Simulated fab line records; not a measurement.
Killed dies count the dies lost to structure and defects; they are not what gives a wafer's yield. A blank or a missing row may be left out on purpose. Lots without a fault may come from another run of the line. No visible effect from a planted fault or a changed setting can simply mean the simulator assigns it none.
Which tool was responsible? | flow nand harc | Sampling: 12 lots, 36 wafers, 6 of 1302 route steps

## WHAT THE GAUGES READ, wafer by wafer
NHARC_P_GATE_CD_MEAS_26: target cd 120 nm. Usual: cd nm 120.1 nm, standard deviation 0.59.
lot  | measured     | on        | cd nm (nm)        | flag
L600 | day 5 05:20  | cd sem-03 | 119.3 120.1 119.3 |
L601 | day 5 10:53  | cd sem-02 | 120.2 120.1 120.4 |
L602 | day 5 19:55  | cd sem-01 | 120.2 119.1 119.8 |
L603 | day 6 10:22  | cd sem-01 | 119.4 120.7 119.9 |
L605 | day 6 23:28  | cd sem-01 | 120.4 120.3 120.7 |
L607 | day 8 04:16  | cd sem-03 | 119.9 120.2 120.2 |
L610 | day 9 05:25  | cd sem-01 | 120.1 120.0 120.0 |
L611 | day 9 17:06  | cd sem-01 | 119.8 120.0 119.7 |
L612 | day 9 23:43  | cd sem-01 | 120.2 119.3 119.6 |
L621 | day 13 21:46 | cd sem-03 | 119.8 119.5 119.9 |
L622 | day 13 22:06 | cd sem-02 | 120.8 120.1 120.5 |
L623 | day 14 11:48 | cd sem-01 | 119.9 120.1 119.4 |

NHARC_P_GATE_CD_MEAS_46: target cd 720 nm. Usual: cd nm 720.5 nm, standard deviation 1.8.
lot  | measured     | on        | cd nm (nm)        | flag
L600 | day 5 17:17  | cd sem-02 | 719.5 720.0 722.0 |
L601 | day 5 22:40  | cd sem-03 | 723.2 718.2 721.5 |
L602 | day 6 07:58  | cd sem-03 | 722.0 720.5 720.4 |
L603 | day 6 23:25  | cd sem-02 | 721.7 722.9 722.5 |
L605 | day 7 11:29  | cd sem-03 | 719.2 720.7 720.3 |
L607 | day 8 16:13  | cd sem-02 | 720.2 720.7 721.2 |
L610 | day 9 17:23  | cd sem-03 | 719.3 722.2 721.1 |
L611 | day 10 07:13 | cd sem-03 | 723.7 720.6 720.0 |
L612 | day 10 11:32 | cd sem-02 | 669.2 667.4 667.5 | OFF
L621 | day 14 11:53 | cd sem-03 | 720.2 717.6 718.7 |
L622 | day 14 10:04 | cd sem-03 | 719.8 719.5 720.4 |
L623 | day 14 23:52 | cd sem-02 | 717.2 717.8 720.4 |

NHARC_END_SORT_01. Usual: killed at array 57, standard deviation 17; killed at other 0.5, standard deviation 0.82; killed at periphery 4.0, standard deviation 2.8; killed dies 61, standard deviation 18; killed open 2.9, standard deviation 2; killed short 2.3, standard deviation 1.7.
lot  | measured     | on        | killed at array | killed at other | killed at periphery | killed dies | killed open | killed short | flag
L612 | day 29 14:56 | prober-02 | 78              | 2               | 5                   | 85          | 1           | 3            |

## WHICH TOOL RAN EACH LOT (tool, then ch and the chambers of the sampled wafers, then the start)
lot  | NHARC_P_GATE_ETCHBACK_37                      | NHARC_P_GATE_EXPOSE_43            | NHARC_P_GATE_DESCUM_48
L600 | rie diel-11 ch 0,1,2, day 5 17:07 or earlier  | krf scanner-03 ch 0, day 5 17:07  | rie diel-06 ch 0,1,2, day 5 17:27
L601 | rie diel-11 ch 1,2, day 5 22:31 or earlier    | krf scanner-03 ch 0, day 5 22:31  | rie diel-06 ch 0,1,2, day 5 22:51
L602 | rie diel-11 ch 0,2, day 6 07:49 or earlier    | krf scanner-02 ch 0, day 6 07:49  | rie diel-04 ch 0,2, day 6 08:07
L603 | rie diel-11 ch 0,2,3, day 6 23:16 or earlier  | krf scanner-03 ch 0, day 6 23:16  | rie diel-06 ch 1,3, day 6 23:35
L605 | rie diel-11 ch 2,3, day 7 11:20 or earlier    | krf scanner-01 ch 0, day 7 11:20  | rie diel-06 ch 2,3, day 7 11:39
L607 | rie diel-06 ch 1,2,3, day 8 16:04 or earlier  | krf scanner-01 ch 0, day 8 16:04  | rie diel-06 ch 1,2, day 8 16:23
L610 | rie diel-04 ch 0,2,3, day 9 17:14 or earlier  | krf scanner-03 ch 0, day 9 17:14  | rie diel-04 ch 2,3, day 9 17:34
L611 | rie diel-11 ch 2,3, day 10 07:04 or earlier   | krf scanner-02 ch 0, day 10 07:04 | rie diel-06 ch 0,3, day 10 07:23
L612 | rie diel-04 ch 0,1, day 10 11:23 or earlier   | krf scanner-02 ch 0, day 10 11:23 | rie diel-11 ch 0,1,2, day 10 11:42
L621 | rie diel-11 ch 2,3, day 14 11:43 or earlier   | krf scanner-01 ch 0, day 14 11:43 | rie diel-11 ch 0,2, day 14 12:02
L622 | rie diel-04 ch 0,1,2, day 14 09:55 or earlier | krf scanner-02 ch 0, day 14 09:55 | rie diel-06 ch 1,2,3, day 14 10:15
L623 | rie diel-11 ch 0,2, day 14 23:43 or earlier   | krf scanner-02 ch 0, day 14 23:43 | rie diel-06 ch 2,3, day 15 00:01
- NHARC_P_GATE_ETCHBACK_37: etches the open film in CHF3/O2, target depth 34.5 nm, time 17.2 s.
- NHARC_P_GATE_EXPOSE_43: exposes mask P NSD, target cd 720 nm.
- NHARC_P_GATE_DESCUM_48: chemistry O2, time 3 s.

## WHAT THE TOOLS THEMSELVES READ (means of the sampled wafers that have a number; where no wafer has one, the mark that the record gives instead)
NHARC_P_GATE_ETCHBACK_37. Usual: drypump motor current A 5.5 A, standard deviation 0.54; oes product au 0.940 a.u., standard deviation 0.029; rf vpp V 371.0 V, standard deviation 2.4; showerhead plenum p Torr 2.42 Torr, standard deviation 0.1; throttle valve pct 20.574 %, standard deviation 0.0095.
lot  | tool        | drypump motor current A (A) | oes product au (a.u.) | rf vpp V (V) | showerhead plenum p Torr (Torr) | throttle valve pct (%) | flag
L600 | rie diel-11 | 5.3                         | 0.930                 | 371.8        | 2.47                            | 20.578                 |
L601 | rie diel-11 | 5.2                         | 0.925                 | 370.1        | 2.39                            | 20.574                 |
L602 | rie diel-11 | 5.5                         | 0.925                 | 371.2        | 2.40                            | 20.576                 |
L603 | rie diel-11 | 5.6                         | 0.922                 | 369.4        | 2.38                            | 20.576                 |
L605 | rie diel-11 | 5.6                         | 0.991                 | 368.3        | 2.29                            | 20.572                 |
L607 | rie diel-06 | 5.3                         | 0.923                 | 370.7        | 2.40                            | 20.561                 |
L610 | rie diel-04 | 6.1                         | 0.990                 | 371.5        | 2.42                            | 20.569                 |
L611 | rie diel-11 | 5.6                         | 0.925                 | 367.6        | 2.29                            | 20.568                 |
L612 | rie diel-04 | 5.5                         | 0.913                 | 371.4        | 2.40                            | 20.568                 |
L621 | rie diel-11 | 5.5                         | 0.917                 | 368.5        | 2.30                            | 20.575                 |
L622 | rie diel-04 | 5.5                         | 0.913                 | 369.4        | 2.38                            | 20.574                 |
L623 | rie diel-11 | 5.5                         | 0.925                 | 369.6        | 2.39                            | 20.571                 |

NHARC_P_GATE_DESCUM_48. Usual: drypump motor current A 5.6 A, standard deviation 0.63; oes product au 0.995 a.u., standard deviation 0.0095; rf vpp V 57.9 V, standard deviation 0.92; showerhead plenum p Torr 1.92 Torr, standard deviation 0.074; throttle valve pct 11.311 %, standard deviation 0.0091.
lot  | tool        | drypump motor current A (A) | oes product au (a.u.) | rf vpp V (V) | showerhead plenum p Torr (Torr) | throttle valve pct (%) | flag
L600 | rie diel-06 | 5.8                         | 0.993                 | 58.5         | 1.92                            | 11.315                 |
L601 | rie diel-06 | 5.8                         | 0.994                 | 57.3         | 1.92                            | 11.324                 |
L602 | rie diel-04 | 5.8                         | 0.994                 | 58.3         | 1.90                            | 11.313                 |
L603 | rie diel-06 | 4.9                         | 0.991                 | 58.1         | 1.95                            | 11.315                 |
L605 | rie diel-06 | 5.7                         | 1.003                 | 58.1         | 1.87                            | 11.312                 |
L607 | rie diel-06 | 5.3                         | 0.996                 | 57.0         | 1.89                            | 11.302                 |
L610 | rie diel-04 | 6.1                         | 1.003                 | 57.7         | 1.92                            | 11.314                 |
L611 | rie diel-06 | 5.3                         | 0.990                 | 57.3         | 1.99                            | 11.314                 |
L612 | rie diel-11 | 5.3                         | 0.993                 | 57.8         | 1.97                            | 11.311                 |
L621 | rie diel-11 | 5.5                         | 0.992                 | 57.1         | 1.90                            | 11.314                 |
L622 | rie diel-06 | 5.3                         | 0.990                 | 57.1         | 1.91                            | 11.305                 |
L623 | rie diel-06 | 5.7                         | 1.003                 | 57.8         | 1.87                            | 11.308                 |

## THE ANSWER, worked out from the rows above alone
Rule: lot off if the mean of its wafers having a number is beyond 3 standard deviations from the usual mean. A lot without any number at a reading at which 4 lots or more have one is off too. The other lots that the step has rows for count as sound. Order of review: gauges by route order, followed by the tools' own readings, for which a lot's mean as printed above is used. At the first step where some lot is off, the reading lying furthest off is the one used; lots without a number count as furthest.
Off at NHARC_P_GATE_CD_MEAS_46 (cd nm): L612.
If a tool, at a process step before that reading, ran all the lots that are off and no sound lot after the first of them, it fits. Those tools and the gauges at NHARC_P_GATE_CD_MEAS_46 are tried in the same way. NHARC_P_GATE_ETCHBACK_37 gives no start for some lots, so the hours and the order of its lots are those of NHARC_P_GATE_EXPOSE_43. None of those tried fits.

## WHAT THE SIMULATOR HAD PUT IN
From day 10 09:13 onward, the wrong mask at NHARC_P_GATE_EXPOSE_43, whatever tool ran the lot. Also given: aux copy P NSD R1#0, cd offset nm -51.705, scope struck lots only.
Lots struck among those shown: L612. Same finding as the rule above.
